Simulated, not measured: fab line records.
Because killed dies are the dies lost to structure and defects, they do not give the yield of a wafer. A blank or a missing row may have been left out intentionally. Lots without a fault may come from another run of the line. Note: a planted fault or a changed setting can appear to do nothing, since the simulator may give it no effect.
A struck lot beside a sound one / flow n5_finfet / 15 steps out of a route of 1938
Sound: wafers L404.1, L404.2, L404.3. Struck: wafer L405.2. (L405.1, L405.3 of the same lot were not struck and are left out.) The cause comes at the end.
Each step with rows lists, per side, the tool, then ch with its chambers, then its first start. Under that, the readings that differ: sound wafers / struck wafers / difference of the means / sigmas: that difference in standard deviations of wafers without a fault.
alike: same words and numbers on both sides, and readings whose means sit less than 2 such deviations apart. not compared: any withheld reading, any reading some wafer has no value for, any bound like >300 that may hide the same value, and any number with overlapping values for which the record gives no deviation.
A row with sigmas, a row that says differs or no value, or rows on one side alone: a step with any of these is where the two part. Numbers that have no deviation but don't overlap get no sigmas and don't part them. A reading missing from all wafers of one side parts the sides only when that side holds two or more wafers.

N5_BEOL_M7_CURE_75: cures SiCOH lowk, time 120 s.
  sound on uv_cure-03 ch 2, day 12 01:23; struck on uv_cure-02 ch 1, day 13 03:21
  alike: lamp_power_pct, wafer_temp_C_max
then, 1 step without rows for these wafers: N5_BEOL_M7_DEGAS_44 (time 60 s).
N5_BEOL_M7_PRE_CLEAN_45: time 30 s.
  sound: pvd_sputter-02 at day 12 01:46; struck: pvd_sputter-02 at day 13 03:46
  alike: heater_power_w
N5_BEOL_M7_ALD_77: deposits TaN, target thk 2 nm, pulse time 2 s, purge time 3 s.
  sound on ald_metal-01 ch 1,2,3, day 12 01:50; struck on ald_metal-02 ch 3, day 13 03:55
reading=since_wet_clean_h (h); sound=6083 6083 6083; struck=1493; difference=-4590; sigmas=
  alike: heater_power_w, mfc_carrier_sccm
N5_BEOL_M7_SURFACE_TREAT_79:
  sound: pvd_sputter-01 at day 12 02:15; struck: pvd_sputter-03 at day 13 04:11
  not compared: throttle_valve_pct
then, 1 step without rows for these wafers: N5_BEOL_M7_CVD_78 (deposits Co from CCTBA/H2, target thk 2 nm, time 142.3 s).
N5_BEOL_M7_SPUTTER_48: material Cu, target thk 10 nm, time 1.667 s.
  sound: pvd_sputter-01 at day 12 02:26; struck: pvd_sputter-03 at day 13 04:52
  alike: chuck_sensor_temp_C, throttle_valve_pct
then, 3 steps without rows for these wafers: N5_BEOL_M7_ECD_50 (material Cu, target thk 300 nm); N5_BEOL_M7_ANNEAL_51 (time 90 s); N5_BEOL_M7_CMP_52 (polishes, stops on SiCOH lowk, t overpolish 6.9 s, target thk 80 nm).
N5_BEOL_M7_THK_MEAS_53: measures by xrf.
  sound: film_metro-02 at day 12 03:19; struck: film_metro-02 at day 13 05:41
  alike: M7_THK
then, 1 step without rows for these wafers: N5_BEOL_M7_PRE_CLEAN_55 (time 15 s).
N5_BEOL_M7_DEP_56: deposits SiCN from 3MS/NH3, target thk 10 nm, time 17.5 s.
  sound on pecvd-03 ch 0,1,2, day 12 03:22; struck on pecvd-03 ch 0, day 13 05:44
reading=model.SiCN_of_BEOL_M7_DEP_56.thk_nm (nm); sound=9.8 9.8 9.8; struck=15; difference=+5; sigmas=
  alike: showerhead_plenum_p_Torr, throttle_valve_pct
  not compared: since_wet_clean_h
N5_BEOL_M7_RS_MEAS_57: uses a four-point probe to measure.
  sound: film_metro-02 at day 12 03:26; struck: film_metro-02 at day 13 05:49
  alike: M7_RS
-- the record jumps here: 3 days lie between the struck wafers' starts before and after (it left off in module BEOL_M7 and takes up again in module PASSIVATION, whose first step shown is number 1936 of the route) --
N5_PASSIVATION_PROBE_49:
  sound: prober-01 at day 15 04:36; struck: prober-02 at day 16 10:21
reading=killed_at_M4_up; sound=8 13; struck=22; difference=+12; sigmas=+2
reading=killed_at_other; sound=3 4; struck=13; difference=+10; sigmas=+3
  alike: defect_limited_yield, killed_at_M0_to_M3, killed_at_contacts, killed_at_front_end, killed_dies, killed_on_rim, killed_open, killed_short, sort_bin_5_function, sort_bin_6_memory, sort_n_pass, sort_yield_pct

## WHERE THEY PART
Only at N5_PASSIVATION_PROBE_49, within this record.

WHY: the cause the simulator had injected
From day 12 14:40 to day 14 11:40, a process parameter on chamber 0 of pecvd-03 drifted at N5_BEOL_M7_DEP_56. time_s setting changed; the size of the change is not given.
